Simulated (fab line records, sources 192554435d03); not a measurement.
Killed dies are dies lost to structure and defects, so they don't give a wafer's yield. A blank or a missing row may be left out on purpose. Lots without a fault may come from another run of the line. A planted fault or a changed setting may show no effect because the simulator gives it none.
fab line records | flow n5_finfet
record lots=4 wafers=12 last_day=18
route steps=1938 shown MOL_CONTACT_COAG@552 BEOL_M4@1111 PASSIVATION@1936
lots that met no fault: from a run of the same line without faults
start_h: hours from the record's first day to the start of the lot's first wafer shown | wait_h: hours since the lot's step before | " the same as in the row above | L1.1+2: a row that stands for several wafers | - no value, or no start given | * or withheld: withheld | < > ~ a bound
route shown NAME@n: a module of which the file shows steps, and the number in the route of the first | usual: mean/standard deviation of fault-free wafers | same: alike in all rows | chamber/n: place in a boat | sites: the reading at each site | _std_site: their standard deviation | _edge_site: outer sites' mean less inner sites' | radius_mm: how far each site lies from the wafer's centre | mask NAME#n: copy n | behind: the tool/chamber that last shaped the wafer | hold: why the lot was held/for how many hours/how that ended | device: the transistor (n, p or np) that didn't switch | end of line: the same wafers' tests at the end of the route | a step without rows: its recipe alone | killed: dies lost to structure and defects at the first sort, not the wafer's yield | map: a wafer's dies, x killed, . not, _ none there
set.NAME: the setting as run; set.NAME@STEP: as run at that earlier step | model.NAME: the simulator's own value behind a step, which no gauge read
lots at some steps of the route; a table a step, a row a wafer
services: from which hour (start_h, from the record's first day; less than 0 if before it) a tool's chamber was out of use, for how many hours, and why
## steps
# step N5_MOL_CONTACT_COAG_PRECLEAN_125
# recipe chemistry=DIW time_s=57.5 temp_c=23
# step N5_MOL_CONTACT_COAG_SRD_126
# recipe dry_time_s=32 dry=n2_spin spin_rpm=1500
# step N5_MOL_CONTACT_COAG_CMP_23
# recipe stop_on=SiO2 t_overpolish_s=1.5 post_cmp_clean=cu_alkaline down_force_psi=2 platen_rpm=50.289 pad_velocity_m_s=1.0006 target_thk_nm=0
# step N5_MOL_CONTACT_COAG_WET_ETCH_26
# recipe target=Co target_depth_nm=13
# step N5_MOL_CONTACT_COAG_WET_ETCH_116
# recipe chemistry=SC1-inhibited target_depth_nm=4.6 dry=ipa_marangoni rinse_time_s=30 rinse_temp_c=23
# step N5_MOL_CONTACT_COAG_ALD_27
# recipe material=SiOC target_thk_a=170 temp_c=400 ald_precursor_family=carbosiloxane ald_co_reactant=H2-plasma pulse_time_s=1.5 time_s=2720 purge_time_s=2 co_reactant_purge_time_s=2 ald_cycles=340 pressure_torr=2
# step N5_MOL_CONTACT_COAG_CMP_28
# recipe stop_on=SiNx t_overpolish_s=0.85 post_cmp_clean=alkaline_brush down_force_psi=4.15 platen_rpm=51.8 pad_velocity_m_s=1.0307 target_thk_nm=14.522
# step N5_MOL_CONTACT_COAG_ALD_123
# recipe material=SiNx target_thk_a=50 temp_c=400 ald_precursor_family=SiH2I2 ald_co_reactant=N2/H2-plasma pulse_time_s=1 purge_time_s=2 co_reactant_purge_time_s=2 ald_cycles=100 pressure_torr=2
# step N5_MOL_CONTACT_COAG_PECVD_31
# recipe material=SiO2 target_thk_a=460 temp_c=400 precursor=TEOS/O2 pressure_torr=6.5 rf_w=withheld teos_flow_sccm=withheld gas=O2 flow_sccm=2650 time_s=8.9
# step N5_MOL_CONTACT_COAG_COAT_75
# recipe resist=SOC temp_c=250 time_s=60 spin_rpm=1500 resist_thk_nm=60
# usual spin_speed_rpm=1500.0/0.89
# columns lot.wafer tool chamber start_h wait_h spin_speed_rpm model.SOC_of_MOL_CONTACT_COAG_COAT_75.thk_nm
L480.3 litho_track-03 0 145.70 0.0 1539.0 59.4
L480.5 " 0 " " 1539.6 59.6
L480.6 " 0 " " 1538.2 59.4
L482.1 litho_track-03 0 150.70 0.0 1537.2 59.2
L482.2 " 0 " " 1538.2 59.4
L482.3 " 0 " " 1538.2 59.6
L487.2 litho_track-02 0 187.61 0.0 1499.1 60.2
L487.5 " 0 " " 1500.0 60.2
L487.6 " 0 " " 1499.5 60.2
L497.2 litho_track-03 0 235.18 0.0 1501.0 60
L497.3 " 0 " " 1499.8 59.8
L497.6 " 0 " " 1499.8 60
# step N5_MOL_CONTACT_COAG_COAT_76
# recipe resist=SiARC temp_c=220 time_s=60 spin_rpm=1500 resist_thk_nm=10
# step N5_MOL_CONTACT_COAG_COAT_77
# recipe resist=underlayer temp_c=205 time_s=60 spin_rpm=1500 resist_thk_nm=10
# step N5_MOL_CONTACT_COAG_COAT_78
# recipe resist=CAR-EUV spin_rpm=1500 resist_thk_nm=40
# step N5_MOL_CONTACT_COAG_EBR_80
# recipe solvent=PGMEA ebr_width_mm=1.5
# step N5_MOL_CONTACT_COAG_SOFTBAKE_79
# recipe temp_c=110 time_s=60 resist=CAR-EUV
# step N5_MOL_CONTACT_COAG_EXPOSE_81
# recipe mask_id=VG na=0.33 source_shape=annular sigma_inner=0.3 sigma_outer=0.7 polarization=unpolarized defocus_nm=0 dose_mj=59.5
# step N5_MOL_CONTACT_COAG_PEB_82
# recipe peb_temp_c=100 peb_time_s=60 resist=CAR-EUV
# step N5_MOL_CONTACT_COAG_DEVELOP_83
# recipe develop_time_s=30 developer=TMAH resist=CAR-EUV rinse_liquid=surfactant_rinse dry=air_spin dev_temp_c=23
# step N5_MOL_CONTACT_COAG_DESCUM_88
# recipe chemistry=O2 time_s=7 source_power_w=50 bias_power_w=20 pressure_mtorr=20 rf_frequency_hz=2.712e+07 temp_c=40 resist=CAR-EUV o2_flow_sccm=225
# step N5_MOL_CONTACT_COAG_ETCH_89
# recipe chemistry=N2/H2 target=underlayer target_depth_a=130 mask_material=CAR-EUV time_s=10.4 ion_energy_ev=200 pressure_mtorr=30 source_w=840 bias_w=150 n2_flow_sccm=200 h2_flow_sccm=200 ends=cleared
# step N5_MOL_CONTACT_COAG_ETCH_90
# recipe chemistry=CF4 target=SiARC target_depth_a=130 mask_material=CAR-EUV time_s=21.7 ion_energy_ev=80 pressure_mtorr=40 source_w=545 bias_w=36 Ar_flow_sccm=100 cf4_flow_sccm=100 ends=cleared
# step N5_MOL_CONTACT_COAG_ALD_131
# recipe material=SiO2 target_thk_a=50 temp_c=100 ald_precursor_family=BDEAS ald_co_reactant=O2-plasma pulse_time_s=1 co_reactant_pulse_time_s=1 purge_time_s=2 co_reactant_purge_time_s=2 ald_cycles=35 pressure_torr=2
# step N5_MOL_CONTACT_COAG_ETCHBACK_132
# recipe chemistry=CHF3 target=SiO2 target_depth_a=100 time_s=6.7 ion_energy_ev=200 pressure_mtorr=30 source_w=610 bias_w=170 Ar_flow_sccm=200 CHF3_flow_sccm=50
# step N5_MOL_CONTACT_COAG_ETCH_91
# recipe chemistry=N2/H2 target=SOC target_depth_a=600 overetch_a=210 mask_material=SiARC temp_c=40 time_s=101.2 ion_energy_ev=200 pressure_mtorr=30 source_w=840 bias_w=150 n2_flow_sccm=200 h2_flow_sccm=200
# usual drypump_motor_current_A=5.6/0.39 oes_product_au=0.67/0.072 rf_vpp_V=524.4/2.7 showerhead_plenum_p_Torr=2.57/0.088 throttle_valve_pct=17.71/0.22
# columns lot.wafer tool chamber start_h wait_h drypump_motor_current_A oes_product_au rf_hours_counter_h rf_vpp_V showerhead_plenum_p_Torr throttle_valve_pct model.etch.depth_nm
L480.3 rie_diel-05 2 146.62 0.0 5.7 0.60 180 526.0 2.63 17.33 59.47
L480.5 " 2 " " 5.8 0.60 - 525.0 2.63 17.33 59.54
L480.6 " 1 " " 5.4 0.57 - 522.4 2.51 18.21 59.34
L482.1 rie_diel-04 0 151.65 0.0 5.9 0.63 162 524.6 2.55 17.69 59.28
L482.2 " 3 " " 5.0 0.77 26 526.9 2.71 17.59 59.38
L482.3 " 2 " " 5.7 0.63 166 526.7 2.64 18.07 59.58
L487.2 rie_diel-04 2 189.27 0.0 5.7 0.61 181 527.3 2.63 18.09 60.17
L487.5 " 1 " " 5.4 0.78 - 521.3 2.52 17.51 60.17
L487.6 " 0 " " 5.9 0.64 - 523.8 2.54 17.73 60.22
L497.2 rie_diel-05 2 236.20 0.0 5.8 0.58 215 526.6 2.61 17.40 60.04
L497.3 " 1 " " 5.4 0.77 16 521.8 2.50 17.78 59.87
L497.6 " 0 " " 5.6 0.70 - 528.1 2.70 17.82 59.97
# step N5_MOL_CONTACT_COAG_STRIP_92
# recipe chemistry=N2/H2 temp_c=40 n2_flow_sccm=200 h2_flow_sccm=200 rf_frequency_hz=6e+07
# step N5_MOL_CONTACT_COAG_STRIP_93
# recipe chemistry=N2/H2 temp_c=40 n2_flow_sccm=200 h2_flow_sccm=200 rf_frequency_hz=6e+07
# step N5_MOL_CONTACT_COAG_ETCHBACK_135
# recipe chemistry=CHF3 target=SiO2 target_depth_a=250 time_s=16.7 ion_energy_ev=200 pressure_mtorr=30 source_w=610 bias_w=170 Ar_flow_sccm=200 CHF3_flow_sccm=50
# step N5_MOL_CONTACT_COAG_STRIP_118
# recipe chemistry=CHF3 resist=SiARC rf_frequency_hz=6e+07
# step N5_MOL_CONTACT_COAG_VIA_ETCH_46
# recipe chemistry=C4F6/O2 target_depth_a=460 overetch_a=92 mask_material=SOC target=SiO2 bias_w=455 pressure_mtorr=10 time_s=40 source_w=325 Ar_flow_sccm=300 C4F6_flow_sccm=10 O2_flow_sccm=10 ion_energy_ev=575.3 ends=end_point
# usual drypump_motor_current_A=5.6/0.39 oes_product_au=0.71/0.076 rf_vpp_V=1584/26 showerhead_plenum_p_Torr=2.86/0.088 throttle_valve_pct=40.7/0.45
# columns lot.wafer tool chamber start_h wait_h drypump_motor_current_A oes_product_au rf_hours_counter_h rf_vpp_V showerhead_plenum_p_Torr throttle_valve_pct model.SOC_of_MOL_CONTACT_COAG_COAT_75.thk_nm
L480.3 rie_diel-05 2 146.74 0.0 5.8 0.64 180 1568 2.94 40.1 50.2
L480.5 " 2 " " 5.8 0.65 - 1567 2.94 40.1 50.4
L480.6 " 1 " " 5.4 0.62 - 1588 2.79 41.3 50.2
L482.1 rie_diel-04 0 151.78 0.0 5.9 0.68 162 1586 2.83 40.4 50
L482.2 " 3 " " 5.0 0.82 26 1592 3.03 41.1 50
L482.3 " 2 " " 5.7 0.67 166 1544 2.96 41.7 50.2
L487.2 rie_diel-04 2 189.40 0.0 5.7 0.65 181 1546 2.95 41.6 50.8
L487.5 " 1 " " 5.4 0.82 - 1562 2.78 40.6 51
L487.6 " 0 " " 5.9 0.67 - 1586 2.82 40.5 50.8
L497.2 rie_diel-05 2 236.32 0.0 5.8 0.62 215 1565 2.92 40.1 50.8
L497.3 " 1 " " 5.4 0.82 16 1587 2.78 41.0 50.4
L497.6 " 0 " " 5.5 0.75 - 1591 2.96 40.1 50.8
# step N5_MOL_CONTACT_COAG_STRIP_96
# recipe chemistry=N2/H2 power_w=500 temp_c=40 pressure_mtorr=50 rf_frequency_hz=6e+07 overash_fraction=0.3 bias_power_w=28 h2_frac=0.5 n2_flow_sccm=300 h2_flow_sccm=300
# step N5_BEOL_M4_RC_MEAS_101
# usual DIBL_N=35.8/1.8 DIBL_P=35.9/2.2 IOFF_N=0.16/0.035 IOFF_P=0.21/0.04 ION_N=672/11 ION_P=461/7.4 SS_N=71.4/0.64 SS_P=73.2/0.67 VT_N=250/3.5 VT_P=-251/3.4
# columns lot.wafer tool chamber start_h wait_h DIBL_N[mV/V] DIBL_P[mV/V] IOFF_N[nA/um] IOFF_P[nA/um] ION_N[uA/um] ION_P[uA/um] SS_N[mV/dec] SS_P[mV/dec] VT_N[mV] VT_P[mV]
L482.1 prober-02 0 213.59 0.0 34.0 34.4 0.12 0.18 655 458 70.8 72.5 252 -252
L482.2 " 0 " " 38.7 39.8 0.22 0.25 696 468 71.7 74.9 243 -252
L482.3 " 0 " " 36.7 37.7 0.16 0.23 674 463 71.6 74.4 250 -251
L480.3 prober-01 0 217.14 0.3 34.8 36.6 0.13 0.18 655 452 70.9 73.0 254 -256
L480.5 " 0 " " 32.6 33.9 0.10 0.14 654 451 70.8 71.8 254 -256
L480.6 " 0 " " 35.3 36.1 0.14 0.17 665 454 71.4 72.6 252 -253
L487.2 prober-02 0 256.55 0.2 37.4 38.2 0.18 0.24 683 465 71.2 73.5 249 -246
L487.5 " 0 " " 37.3 36.5 0.17 0.21 670 459 71.1 73.5 251 -250
L487.6 " 0 " " 35.1 35.0 0.13 0.19 676 464 71.3 72.9 254 -250
L497.2 prober-02 0 311.90 0.2 34.7 34.3 0.12 0.19 668 464 71.0 72.5 252 -254
L497.3 " 0 " " 34.1 33.1 0.11 0.17 656 458 71.3 72.1 254 -255
L497.6 " 0 " " 32.9 32.5 0.10 0.17 659 462 70.3 72.9 254 -253
# step N5_PASSIVATION_PROBE_49
# usual defect_limited_yield=91.0/1.5 killed_at_M0_to_M3=34/9.1 killed_at_M4_up=14/5.7 killed_at_contacts=13/5.7 killed_at_front_end=42/12 killed_at_other=4/3.4 killed_dies=106/17 killed_open=70/13 killed_short=34/7.5 sort_bin_5_function=5.2/0.94 sort_bin_6_memory=3.4/0.69 sort_n_pass=1074/17 sort_yield_pct=91.0/1.5
# same gross_dies=1180 killed_at_back_side=0 sort_bin_4_leakage[%]=0 sort_bin_8_speed[%]=0
# columns lot.wafer tool chamber start_h wait_h defect_limited_yield[%] killed_at_M0_to_M3 killed_at_M4_up killed_at_contacts killed_at_front_end killed_at_other killed_dies killed_open killed_short sort_bin_5_function[%] sort_bin_6_memory[%] sort_n_pass sort_yield_pct[%]
L480.3 prober-01 - 322.99 0.1 91.6 25 14 15 41 4 99 65 33 4.8 3.2 1081 91.6
L480.5 prober-01 - 323.09 0.2 90.5 46 12 16 32 6 112 74 36 6.1 3.1 1068 90.5
L480.6 prober-01 - 323.14 0.3 91.0 33 11 12 46 4 106 62 41 4.8 4.0 1074 91.0
L487.2 prober-02 - 356.75 0.1 91.4 30 14 9 46 3 102 69 30 5.3 3.0 1078 91.4
L487.5 prober-02 - 356.90 0.2 89.1 37 11 15 64 2 129 92 35 5.6 5.0 1051 89.1
L487.6 prober-02 - 356.95 0.3 90.2 42 7 20 43 4 116 84 30 5.6 4.1 1064 90.2
L497.2 prober-01 - 421.86 0.1 91.8 34 13 14 33 3 97 72 23 5.1 2.9 1083 91.8
L497.3 prober-01 - 421.91 0.1 90.3 30 15 18 51 1 115 73 36 5.4 3.8 1065 90.3
L497.6 prober-01 - 422.06 0.3 92.2 35 15 15 27 0 92 65 21 4.8 2.6 1088 92.2
# killed by level:class
L480.3 MOL_CONTACT_COAG:geometric_particle:open=12 BEOL_M2:geometric_particle:open=11 STI_FIN_REVEAL:geometric_particle:open=9 BEOL_M4:geometric_particle:open=8 GATE_CUT:geometric_particle:short=7 BEOL_M1:geometric_particle:open=6 FIN_SAQP:geometric_particle:open=5 GATE_CUT:geometric_particle:open=5
L480.5 MOL_CONTACT_COAG:geometric_particle:open=13 BEOL_M2:geometric_particle:open=12 BEOL_M1:geometric_particle:open=11 BEOL_M0_SAQP:geometric_particle:short=10 BEOL_M4:geometric_particle:open=9 STI_FIN_REVEAL:geometric_particle:open=6 GATE_CUT:geometric_particle:short=5 BEOL_M0_SAQP:geometric_particle:open=4
L480.6 BEOL_M2:geometric_particle:open=12 STI_FIN_REVEAL:geometric_particle:open=9 MOL_CONTACT_COAG:geometric_particle:open=9 GATE_CUT:geometric_particle:short=8 FIN_SAQP:geometric_particle:open=7 BEOL_M4:geometric_particle:open=6 BEOL_M1:geometric_particle:short=6 STARTING-WAFER:geometric_particle:short=6
L487.2 STI_FIN_REVEAL:geometric_particle:open=13 BEOL_M0_SAQP:geometric_particle:open=12 FIN_SAQP:geometric_particle:short=8 MOL_CONTACT_COAG:geometric_particle:open=7 BEOL_M0_SAQP:geometric_particle:short=7 FIN_SAQP:geometric_particle:open=6 BEOL_M1:geometric_particle:open=6 STI_FIN_REVEAL:geometric_particle:short=3
L487.5 STI_FIN_REVEAL:geometric_particle:open=19 FIN_SAQP:geometric_particle:open=17 MOL_CONTACT_COAG:geometric_particle:open=11 BEOL_M1:geometric_particle:open=11 FIN_SAQP:geometric_particle:short=8 BEOL_M3:geometric_particle:open=7 GATE_CUT:geometric_particle:short=6 BEOL_M0_SAQP:geometric_particle:open=6
L487.6 MOL_CONTACT_COAG:geometric_particle:open=17 BEOL_M3:geometric_particle:open=14 FIN_SAQP:geometric_particle:open=10 BEOL_M2:geometric_particle:open=10 FIN_SAQP:geometric_particle:short=8 DUMMY_GATE:geometric_particle:open=7 STI_FIN_REVEAL:geometric_particle:open=5 BEOL_M0_SAQP:geometric_particle:open=5
L497.2 BEOL_M2:geometric_particle:open=13 FIN_SAQP:geometric_particle:open=10 MOL_CONTACT_COAG:geometric_particle:open=10 FIN_SAQP:geometric_particle:short=7 BEOL_M1:geometric_particle:open=7 BEOL_M0_SAQP:geometric_particle:open=5 STI_FIN_REVEAL:geometric_particle:open=4 MOL_CONTACT_COAG:geometric_particle:short=4
L497.3 MOL_CONTACT_COAG:geometric_particle:open=16 BEOL_M2:geometric_particle:open=10 ILD0:geometric_particle:open=9 BEOL_M0_SAQP:geometric_particle:short=8 STI_FIN_REVEAL:geometric_particle:open=7 STI_FIN_REVEAL:geometric_particle:short=6 BEOL_M4:geometric_particle:open=6 BEOL_M0_SAQP:geometric_particle:open=5
L497.6 MOL_CONTACT_COAG:geometric_particle:open=12 BEOL_M3:geometric_particle:open=11 BEOL_M4:geometric_particle:open=9 BEOL_M2:geometric_particle:open=7 BEOL_M0_SAQP:geometric_particle:short=5 BEOL_M1:geometric_particle:open=5 FIN_SAQP:geometric_particle:open=4 HKMG_FIN:area_etch=4
## services
# columns tool chamber start_h hours kind
rie_diel-05 2 127.78 5.4 repair
rie_diel-04 0 133.20 5.6 repair
rie_diel-04 1 144.24 - clean
rie_diel-04 1 144.24 - consumable_replace:focus_ring
rie_diel-04 1 144.24 17.1 scheduled_down
rie_diel-04 1 144.24 17.1 vent_cycle
rie_diel-05 1 153.82 - clean
rie_diel-05 1 153.82 - consumable_replace:focus_ring
rie_diel-05 1 153.82 20.4 scheduled_down
rie_diel-05 1 153.82 20.4 vent_cycle
rie_diel-05 3 207.52 3.0 repair
litho_track-03 - 233.41 - consumable_replace:filter
litho_track-03 - 234.05 - consumable_replace:filter
## key
first_sign step=N5_MOL_CONTACT_COAG_COAT_75 reading=spin_speed_rpm direction=up sigmas=43 usual=* struck=*
effect none on later readings
model_effect step=N5_MOL_CONTACT_COAG_COAT_75 value=SOC_of_MOL_CONTACT_COAG_COAT_75.thk_nm without=60.17 struck=59.43
model_effect step=N5_MOL_CONTACT_COAG_ETCH_91 value=etch.depth_nm without=60.16 struck=59.43
model_effect step=N5_MOL_CONTACT_COAG_VIA_ETCH_46 value=SOC_of_MOL_CONTACT_COAG_COAT_75.thk_nm without=50.93 struck=50.17
met_at N5_MOL_CONTACT_COAG_COAT_75
struck_wafers L480.3,L480.5,L480.6,L482.1,L482.2,L482.3
fault kind=process_parameter_drift tool=litho_track-03 chamber=- onset_h=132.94 steps=N5_MOL_CONTACT_COAG_COAT_75 channel=spin_rpm offset=* shape=step end_h=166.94 acts_in=* stated=*
